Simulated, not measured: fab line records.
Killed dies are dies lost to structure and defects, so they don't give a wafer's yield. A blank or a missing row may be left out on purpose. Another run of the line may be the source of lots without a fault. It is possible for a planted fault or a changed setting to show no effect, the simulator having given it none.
Chamber matching ; flow n5-finfet ; N5_BEOL_M0_STRIP_104 on rie-diel-01: 4 sister chambers
The step strips in N2/H2. 14 wafers are shown with their chamber, then 7 later ones without.

WAFERS PAIRED WITH THEIR CHAMBERS
wafer;chamber;showerhead-plenum-p-Torr (Torr);throttle-valve-pct (%);oes-product-au (a.u.)
L086.1;2;2.64;23.93;0.74
L086.3;0;2.45;23.22;0.84
L086.4;1;2.49;23.59;0.95
L091.1;2;2.63;23.97;0.72
L091.3;1;2.48;23.59;0.90
L091.6;2;2.63;23.96;0.74
L093.1;2;2.63;24.00;0.72
L093.2;0;2.44;23.26;0.80
L093.3;1;2.48;23.60;0.91
L093.4;3;2.60;24.03;0.71
L093.5;1;2.48;23.61;0.91
L093.6;0;2.44;23.29;0.81
L095.1;3;2.60;24.01;0.72
L095.2;2;2.63;23.97;0.72

SIGNATURES, as means of the wafers listed above
reading;chamber 0;chamber 1;chamber 2;chamber 3;scatter within a chamber
showerhead-plenum-p-Torr;2.4433;2.4825;2.6320;2.6000;0.00471
throttle-valve-pct;23.2567;23.5975;23.9660;24.0200;0.0234
oes-product-au;0.8167;0.9175;0.7280;0.7150;0.0169
Rule: a wafer lies at a distance from a chamber equal to the root of the sum of squares, over the readings, of (its reading less the chamber's mean, divided by the reading's scatter). The wafer belongs to the nearest chamber; if the next one is less than 2 further off, it can't be placed. The scatter: take each reading less its chamber's mean, square it, sum over the shown wafers, divide by the number of wafers less the number of chambers, and take the root.

WAFERS WITHOUT THEIR CHAMBER
wafer;showerhead-plenum-p-Torr (Torr);throttle-valve-pct (%);oes-product-au (a.u.)
L095.4;2.44;23.28;0.82
L096.1;2.63;23.98;0.73
L096.2;2.59;24.00;0.71
L096.3;2.44;23.28;0.81
L096.4;2.48;23.64;0.88
L096.5;2.59;24.03;0.71
L096.6;2.44;23.28;0.79

WHICH CHAMBER EACH WENT THROUGH
wafer;from the rows above;in truth
L095.4;0;0
L096.1;2;2
L096.2;3;3
L096.3;0;0
L096.4;1;1
L096.5;3;3
L096.6;0;0
7 of 7 placed correctly. Number that these rows cannot place: 0. Wrongly placed: 0.
